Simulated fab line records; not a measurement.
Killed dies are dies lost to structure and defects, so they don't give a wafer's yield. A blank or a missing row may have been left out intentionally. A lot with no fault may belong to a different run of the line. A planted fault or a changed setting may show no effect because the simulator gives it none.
Chamber matching | flow n5Finfet | N5_BEOL_M9_ETCH_76 on rieDiel-02 has 4 sister chambers
The step etches underlayer in N2/H2, target depth 6.5 nm, time 5.2 s. 4 wafers are shown with their chamber, then 7 later ones without.

WAFERS PAIRED WITH THEIR CHAMBERS
wafer  | chamber | drypumpMotorCurrentA (A)
L075.3 | 3       | 6.5
L076.5 | 2       | 5.9
L081.4 | 0       | 6.5
L081.5 | 1       | 5.7

WAFERS MISSING THEIR CHAMBER
wafer  | drypumpMotorCurrentA (A)
L081.6 | 5.8
L083.1 | 5.9
L083.4 | 5.7
L083.5 | 6.6
L088.1 | 5.7
L088.3 | 5.9
L088.5 | 6.6

WHICH CHAMBER EACH ONE RAN IN
wafer  | from the rows above     | in truth
L081.6 | can't be placed: 1 or 2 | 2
L083.1 | 2                       | 2
L083.4 | 1                       | 1
L083.5 | can't be placed: 0 or 3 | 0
L088.1 | 1                       | 1
L088.3 | 2                       | 2
L088.5 | can't be placed: 0 or 3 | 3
4 of 7 placed correctly. These rows do not allow placing 3 (true chamber among the candidates in 3). Wrongly placed: 0.
How it was worked out, from the rows above alone: a wafer's distance from a chamber is the root of the sum, over the readings, of the square of ((its reading less the chamber's mean) divided by the reading's scatter). If the next closest chamber is less than 2 further off than the closest, the wafer can't be placed; otherwise it belongs to the closest. Each chamber's mean is taken over the wafers shown for it. The scatter: with one shown wafer a chamber, the root of the mean of the squares of how far each hidden wafer lies from its nearest shown one.
